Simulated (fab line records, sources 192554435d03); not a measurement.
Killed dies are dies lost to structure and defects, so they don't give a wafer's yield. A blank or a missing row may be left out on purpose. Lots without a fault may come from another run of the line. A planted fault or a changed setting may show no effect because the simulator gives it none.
fab line records | flow n5_finfet
record lots=9 wafers=27 last_day=17
route steps=1938 shown BEOL_M1@839 BEOL_M2@842 BEOL_M4@1111 PASSIVATION@1936
lots that met no fault: from a run of the same line without faults
start_h: hours from the record's first day to the start of the lot's first wafer shown | wait_h: hours since the lot's step before | " the same as in the row above | L1.1+2: a row that stands for several wafers | - no value, or no start given | * or withheld: withheld | < > ~ a bound
route shown NAME@n: a module of which the file shows steps, and the number in the route of the first | usual: mean/standard deviation of fault-free wafers | same: alike in all rows | chamber/n: place in a boat | sites: the reading at each site | _std_site: their standard deviation | _edge_site: outer sites' mean less inner sites' | radius_mm: how far each site lies from the wafer's centre | mask NAME#n: copy n | behind: the tool/chamber that last shaped the wafer | hold: why the lot was held/for how many hours/how that ended | device: the transistor (n, p or np) that didn't switch | end of line: the same wafers' tests at the end of the route | a step without rows: its recipe alone | killed: dies lost to structure and defects at the first sort, not the wafer's yield | map: a wafer's dies, x killed, . not, _ none there
set.NAME: the setting as run; set.NAME@STEP: as run at that earlier step | model.NAME: the simulator's own value behind a step, which no gauge read
steps of the route over a sample of lots; a table a step, a row a wafer
services: from which hour (start_h, from the record's first day; less than 0 if before it) a tool's chamber was out of use, for how many hours, and why
## steps
# step N5_BEOL_M1_RS_MEAS_58
# recipe thk_meas_gauge=four-point-probe reads=Co_of_BEOL_M1_CO_CAP_55+Cu_of_BEOL_M1_ECD_50+Co_of_BEOL_M1_CVD_47+TaN_of_BEOL_M1_ALD_84
# usual M1_RS=0.66/0.03
# columns lot.wafer tool chamber start_h wait_h M1_RS[ohm/sq]
L942.1 film_metro-02 - 135.87 0.0 0.66
L942.3 " - " " 0.69
L942.6 " - " " 0.72
L943.1 film_metro-01 - 144.86 0.0 0.71
L943.4 " - " " 0.66
L943.5 " - " " 0.65
L945.1 film_metro-01 - 163.29 0.1 0.66
L945.2 " - " " 0.71
L945.4 " - " " 0.62
L946.1 film_metro-01 - 166.83 0.0 0.72
L946.2 " - " " 0.71
L946.6 " - " " 0.66
L948.2 film_metro-01 - 168.89 0.1 0.68
L948.3 " - " " 0.69
L948.4 " - " " 0.64
L953.2 film_metro-02 - 199.20 0.1 0.68
L953.5 " - " " 0.64
L953.6 " - " " 0.66
L957.2 film_metro-02 - 225.94 0.1 0.73
L957.4 " - " " 0.61
L957.6 " - " " 0.65
L963.2 film_metro-01 - 258.03 0.1 0.67
L963.4 " - " " 0.63
L963.5 " - " " 0.66
L964.1 film_metro-02 - 266.10 0.0 0.71
L964.4 " - " " 0.70
L964.5 " - " " 0.65
# step N5_BEOL_M2_THK_MEAS_01
# recipe reads=SiOC_of_BEOL_M2_ILD_DEP_00
# usual M2_ILD_THK=78.6/1
# columns lot.wafer tool chamber start_h wait_h M2_ILD_THK[nm]
L942.1 film_metro-02 - 136.00 0.0 78.7
L942.3 " - " " 79.3
L942.6 " - " " 80.1
L943.1 film_metro-02 - 144.99 0.0 77.7
L943.4 " - " " 77.0
L943.5 " - " " 80.0
L945.1 film_metro-01 - 163.42 0.0 79.0
L945.2 " - " " 78.4
L945.4 " - " " 79.6
L946.1 film_metro-02 - 166.96 0.0 77.0
L946.2 " - " " 77.3
L946.6 " - " " 78.0
L948.2 film_metro-01 - 169.02 0.1 77.8
L948.3 " - " " 78.1
L948.4 " - " " 78.9
L953.2 film_metro-02 - 199.33 0.1 79.5
L953.5 " - " " 81.3
L953.6 " - " " 80.4
L957.2 film_metro-01 - 226.07 0.1 79.2
L957.4 " - " " 79.0
L957.6 " - " " 79.9
L963.2 film_metro-01 - 258.16 0.1 77.1
L963.4 " - " " 79.8
L963.5 " - " " 78.4
L964.1 film_metro-02 - 266.23 0.0 78.2
L964.4 " - " " 79.4
L964.5 " - " " 78.9
# step N5_BEOL_M2_HM_DEP_02
# recipe material=TiN target_thk_a=200 temp_c=25 chamber_pressure_pa=0.49996
# usual throttle_valve_pct=29.8/1.6
# columns lot.wafer tool chamber start_h wait_h throttle_valve_pct
L942.1 pvd_sputter-02 - 137.63 1.6 30.8
L942.3 " - " " 29.4
L942.6 " - " " 32.5
L943.1 pvd_sputter-03 - 145.74 0.7 31.7
L943.4 " - " " 31.0
L943.5 " - " " 30.7
L945.1 pvd_sputter-03 - 163.71 0.2 28.4
L945.2 " - " " 28.0
L945.4 " - " " 31.1
L946.1 pvd_sputter-03 - 169.08 2.1 31.7
L946.2 " - " " 28.5
L946.6 " - " " 31.0
L948.2 pvd_sputter-03 - 169.68 0.6 27.7
L948.3 " - " " 28.3
L948.4 " - " " 31.5
L953.2 pvd_sputter-02 - 200.19 0.8 32.6
L953.5 " - " " 32.7
L953.6 " - " " 28.8
L957.2 pvd_sputter-03 - 227.80 1.7 28.4
L957.4 " - " " 28.0
L957.6 " - " " 28.0
L963.2 pvd_sputter-02 - 261.76 3.5 29.2
L963.4 " - " " 32.5
L963.5 " - " " 28.4
L964.1 pvd_sputter-02 - 267.11 0.8 31.2
L964.4 " - " " 28.4
L964.5 " - " " 28.7
# step N5_BEOL_M2_INSPECT_13
# recipe mode=adi inspect_instrument=brightfield
# usual raw_defect_count=381/93
# columns lot.wafer tool chamber start_h wait_h raw_defect_count
L942.1 defect_inspect-01 - 138.24 0.1 296
L942.3 " - " " 389
L942.6 " - " " 510
L943.1 defect_inspect-01 - 146.37 0.1 334
L943.4 " - " " 415
L943.5 " - " " 368
L945.1 defect_inspect-02 - 164.21 0.1 475
L945.2 " - " " 588
L945.4 " - " " 514
L946.1 defect_inspect-01 - 169.56 0.1 264
L946.2 " - " " 304
L946.6 " - " " 254
L948.2 defect_inspect-02 - 170.17 0.0 382
L948.3 " - " " 618
L948.4 " - " " 435
L953.2 defect_inspect-01 - 200.80 0.0 375
L953.5 " - " " 300
L953.6 " - " " 284
L957.2 defect_inspect-02 - 228.41 0.0 778
L957.4 " - " " 636
L957.6 " - " " 274
L963.2 defect_inspect-01 - 262.24 0.0 441
L963.4 " - " " 345
L963.5 " - " " 352
L964.1 defect_inspect-01 - 267.72 0.1 381
L964.4 " - " " 437
L964.5 " - " " 305
# step N5_BEOL_M2_HM_OPEN_17
# recipe chemistry=Cl2/BCl3 target_depth_a=200 overetch_a=60 target=TiN mask_material=SOC ion_energy_ev=150 pressure_mtorr=10 icp_w=1000 bias_w=126 Cl2_flow_sccm=53.25 bcl3_flow_sccm=21.75 Ar_flow_sccm=25
# usual drypump_motor_current_A=5.3/0.34 oes_product_au=0.69/0.095 throttle_valve_pct=22.24/0.3
# columns lot.wafer tool chamber start_h wait_h drypump_motor_current_A oes_product_au rf_hours_counter_h throttle_valve_pct
L942.1 rie_metal-01 0 138.91 0.0 5.8 0.56 102 22.21
L942.3 " 1 " " 5.2 0.72 - 21.90
L942.6 " 1 " " 5.2 0.72 - 21.92
L943.1 rie_metal-03 0 146.66 0.0 5.4 0.63 56 22.43
L943.4 " 0 " " 5.4 0.62 - 22.43
L943.5 " 0 " " 5.4 0.63 - 22.41
L945.1 rie_metal-01 0 164.50 0.0 5.9 0.56 105 22.19
L945.2 " 1 " " 5.1 0.71 17 21.93
L945.4 " 0 " " 5.8 0.56 - 22.21
L946.1 rie_metal-01 0 169.85 0.0 5.8 0.56 105 22.21
L946.2 " 1 " " 5.1 0.72 17 21.92
L946.6 " 0 " " 5.8 0.56 - 22.19
L948.2 rie_metal-01 0 170.45 0.0 5.9 0.56 105 22.22
L948.3 " 1 " " 5.2 0.72 - 21.90
L948.4 " 0 " " 5.9 0.56 - 22.22
L953.2 rie_metal-02 1 201.08 0.0 5.0 0.80 6 22.40
L953.5 " 0 " " 5.7 0.72 - 21.57
L953.6 " 1 " " 5.0 0.80 - 22.38
L957.2 rie_metal-02 1 228.70 0.0 5.0 0.78 9 22.39
L957.4 " 1 " " 5.0 0.79 - 22.42
L957.6 " 0 " " 5.6 0.70 - 21.58
L963.2 rie_metal-03 0 262.53 0.0 5.4 0.60 67 22.47
L963.4 " 0 " " 5.4 0.60 - 22.45
L963.5 " 1 " " 4.9 0.78 - 22.54
L964.1 rie_metal-01 1 268.12 0.0 5.2 0.69 27 21.94
L964.4 " 0 " " 5.8 0.55 - 22.22
L964.5 " 1 " " 5.2 0.70 - 21.93
# step N5_BEOL_M2_INSPECT_30
# recipe mode=adi inspect_instrument=brightfield
# usual raw_defect_count=373/110
# columns lot.wafer tool chamber start_h wait_h raw_defect_count
L942.1 defect_inspect-01 - 139.63 0.1 304
L942.3 " - " " 384
L942.6 " - " " 483
L943.1 defect_inspect-01 - 147.50 0.1 346
L943.4 " - " " 408
L943.5 " - " " 364
L945.1 defect_inspect-02 - 165.09 0.1 478
L945.2 " - " " 622
L945.4 " - " " 498
L946.1 defect_inspect-02 - 170.44 0.1 345
L946.2 " - " " 340
L946.6 " - " " 324
L948.2 defect_inspect-01 - 171.17 0.0 304
L948.3 " - " " 514
L948.4 " - " " 347
L953.2 defect_inspect-01 - 201.74 0.0 399
L953.5 " - " " 286
L953.6 " - " " 260
L957.2 defect_inspect-02 - 229.51 0.0 792
L957.4 " - " " 641
L957.6 " - " " 275
L963.2 defect_inspect-02 - 263.25 0.0 518
L963.4 " - " " 403
L963.5 " - " " 454
L964.1 defect_inspect-01 - 268.72 0.1 374
L964.4 " - " " 439
L964.5 " - " " 313
# step N5_BEOL_M4_RC_MEAS_101
# usual DIBL_N=35.9/1.4 DIBL_P=35.9/1.7 IOFF_N=0.160/0.026 IOFF_P=0.21/0.036 ION_N=672/11 ION_P=461/8.1 SS_N=71.4/0.54 SS_P=73.2/0.67 VT_N=249.3/2.7 VT_P=-250/3.9
# columns lot.wafer tool chamber start_h wait_h DIBL_N[mV/V] DIBL_P[mV/V] IOFF_N[nA/um] IOFF_P[nA/um] ION_N[uA/um] ION_P[uA/um] SS_N[mV/dec] SS_P[mV/dec] VT_N[mV] VT_P[mV]
L942.1 prober-01 0 161.63 0.0 35.5 35.6 0.172 0.26 685 473 71.3 73.5 250.0 -243
L942.3 " 0 " " 34.1 33.7 0.148 0.23 678 478 71.3 73.0 248.9 -246
L942.6 " 0 " " 34.8 34.4 0.159 0.24 681 474 71.0 72.9 248.9 -244
L943.1 prober-01 0 172.90 0.0 34.3 33.6 0.129 0.19 660 462 71.6 72.8 250.5 -248
L943.4 " 0 " " 38.8 39.7 0.233 0.29 687 468 72.8 74.8 243.2 -244
L943.5 " 0 " " 36.5 35.2 0.155 0.22 672 457 72.1 73.3 251.0 -247
L945.1 prober-02 0 196.80 0.0 36.3 36.2 0.161 0.22 674 462 71.1 74.1 249.6 -247
L945.2 " 0 " " 38.0 39.1 0.208 0.28 682 465 72.0 73.7 246.3 -248
L945.4 " 0 " " 36.7 35.7 0.169 0.21 674 454 71.8 73.2 250.4 -247
L948.2 prober-01 0 197.59 0.2 35.8 37.4 0.168 0.24 689 473 71.4 73.3 248.0 -249
L948.3 " 0 " " 37.2 38.3 0.183 0.24 681 463 71.7 73.6 246.9 -247
L948.4 " 0 " " 35.4 36.6 0.158 0.21 666 459 70.7 73.8 249.3 -252
L946.1 prober-02 0 204.42 0.0 37.0 38.7 0.187 0.24 680 455 72.2 74.2 246.1 -249
L946.2 " 0 " " 35.1 36.5 0.160 0.20 680 468 71.6 73.1 248.8 -253
L946.6 " 0 " " 34.3 35.6 0.139 0.18 673 459 71.5 73.1 249.6 -255
L953.2 prober-01 0 232.21 0.2 35.7 36.3 0.153 0.19 676 455 70.7 74.0 248.6 -255
L953.5 " 0 " " 32.5 31.9 0.104 0.14 658 448 70.6 72.7 258.3 -257
L953.6 " 0 " " 36.7 37.0 0.161 0.20 663 452 71.4 74.8 250.6 -255
L957.2 prober-02 0 255.08 0.2 34.8 35.3 0.136 0.16 656 454 71.0 73.2 249.6 -255
L957.4 " 0 " " 34.5 34.6 0.142 0.16 669 453 70.9 73.3 250.4 -254
L957.6 " 0 " " 34.4 35.7 0.152 0.17 681 458 71.0 72.9 247.1 -254
L963.2 prober-02 0 291.75 0.2 40.2 39.1 0.228 0.27 677 468 72.5 74.4 246.0 -248
L963.4 " 0 " " 35.4 34.9 0.132 0.19 672 462 70.7 72.5 252.0 -254
L963.5 " 0 " " 37.4 37.0 0.165 0.22 682 465 71.2 73.3 247.7 -249
L964.1 prober-01 0 309.69 0.0 36.2 37.0 0.186 0.23 670 458 72.1 73.9 245.1 -248
L964.4 " 0 " " 35.4 37.1 0.171 0.22 690 465 71.6 74.4 248.0 -250
L964.5 " 0 " " 34.2 34.5 0.136 0.18 660 451 71.1 72.8 251.7 -253
# step N5_PASSIVATION_PROBE_49
# usual defect_limited_yield=90.9/1.5 killed_at_M0_to_M3=35/10 killed_at_M4_up=14/5.2 killed_at_contacts=13/7.3 killed_at_front_end=42/12 killed_at_other=3.4/2.5 killed_dies=108/18 killed_on_rim=14/4.2 killed_open=70/13 killed_short=35/8 sort_bin_4_leakage=0.00/0.007 sort_bin_5_function=5.4/1 sort_bin_6_memory=3.4/0.71 sort_n_pass=1072/18 sort_yield_pct=90.9/1.5
# same gross_dies=1180 killed_at_back_side=0 sort_bin_8_speed[%]=0
# columns lot.wafer tool chamber start_h wait_h defect_limited_yield[%] killed_at_M0_to_M3 killed_at_M4_up killed_at_contacts killed_at_front_end killed_at_other killed_dies killed_on_rim killed_open killed_short sort_bin_4_leakage[%] sort_bin_5_function[%] sort_bin_6_memory[%] sort_n_pass sort_yield_pct[%]
L957.2 prober-02 - 361.47 0.1 86.4 114 10 8 29 0 161 24 59 19 0 8.1 3.8 1019 86.4
L957.4 prober-02 - 361.57 0.2 88.2 41 14 10 68 6 139 14 98 40 0 7.0 4.4 1041 88.2
L957.6 prober-02 - 361.67 0.3 90.7 30 16 18 43 3 110 10 77 32 0 4.9 3.7 1070 90.7
# killed by level:class
L957.2 BEOL_M2:unspecified=83 BEOL_M2:geometric_particle:open=15 STI_FIN_REVEAL:geometric_particle:open=6 MOL_CONTACT_COAG:geometric_particle:open=6 FIN_SAQP:geometric_particle:open=5 FIN_SAQP:geometric_particle:short=5 BEOL_M3:geometric_particle:open=5 STARTING-WAFER:geometric_particle:open=4
L957.4 FIN_SAQP:geometric_particle:open=15 BEOL_M0_SAQP:geometric_particle:open=13 BEOL_M0_SAQP:geometric_particle:short=13 STI_FIN_REVEAL:geometric_particle:open=11 FIN_SAQP:geometric_particle:short=10 DUMMY_GATE:geometric_particle:open=10 MOL_CONTACT_COAG:geometric_particle:open=9 GATE_CUT:geometric_particle:short=6
L957.6 STI_FIN_REVEAL:geometric_particle:open=13 MOL_CONTACT_COAG:geometric_particle:open=13 BEOL_M0_SAQP:geometric_particle:open=10 FIN_SAQP:geometric_particle:open=9 BEOL_M4:geometric_particle:open=8 FIN_SAQP:geometric_particle:short=6 BEOL_M0_SAQP:geometric_particle:short=6 MOL_CONTACT_COAG:geometric_particle:short=5
## services
# columns tool chamber start_h hours kind
rie_metal-02 1 120.88 - clean
rie_metal-02 1 120.88 14.8 scheduled_down
rie_metal-02 1 120.88 14.8 vent_cycle
rie_metal-03 - 129.64 1.5 repair
pvd_sputter-03 - 134.43 3.8 repair
pvd_sputter-02 - 138.49 1.9 repair
rie_metal-02 - 138.51 4.3 pm
rie_metal-03 1 140.81 - clean
rie_metal-03 1 140.81 21.7 scheduled_down
rie_metal-03 1 140.81 21.7 vent_cycle
pvd_sputter-03 - 149.97 2.2 repair
rie_metal-03 0 234.74 7.5 repair
## key
first_sign step=N5_BEOL_M2_INSPECT_13 reading=raw_defect_count direction=up sigmas=4.3 usual=381 struck=778
effect step=N5_BEOL_M2_INSPECT_30 reading=raw_defect_count direction=up sigmas=4 usual=373 struck=792
effect step=N5_PASSIVATION_PROBE_49 reading=killed_at_M0_to_M3 direction=up sigmas=7.6 usual=35 struck=114
more_kills_born_at N5_BEOL_M2_HM_DEP_02@pvd_sputter-03=83
met_at N5_BEOL_M2_HM_DEP_02
struck_lots L957
struck_wafers L957.2
not_acting_at N5_BEOL_M1_RS_MEAS_58,N5_BEOL_M2_THK_MEAS_01,N5_BEOL_M2_HM_OPEN_17
onset_between 169.68 227.80
fault kind=chamber_particle_source tool=pvd_sputter-03 chamber=- onset_h=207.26 steps=N5_BEOL_M2_HM_DEP_02 rate_per_visit_cm2=0.42913 end_h=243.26 scope=struck_wafers_only
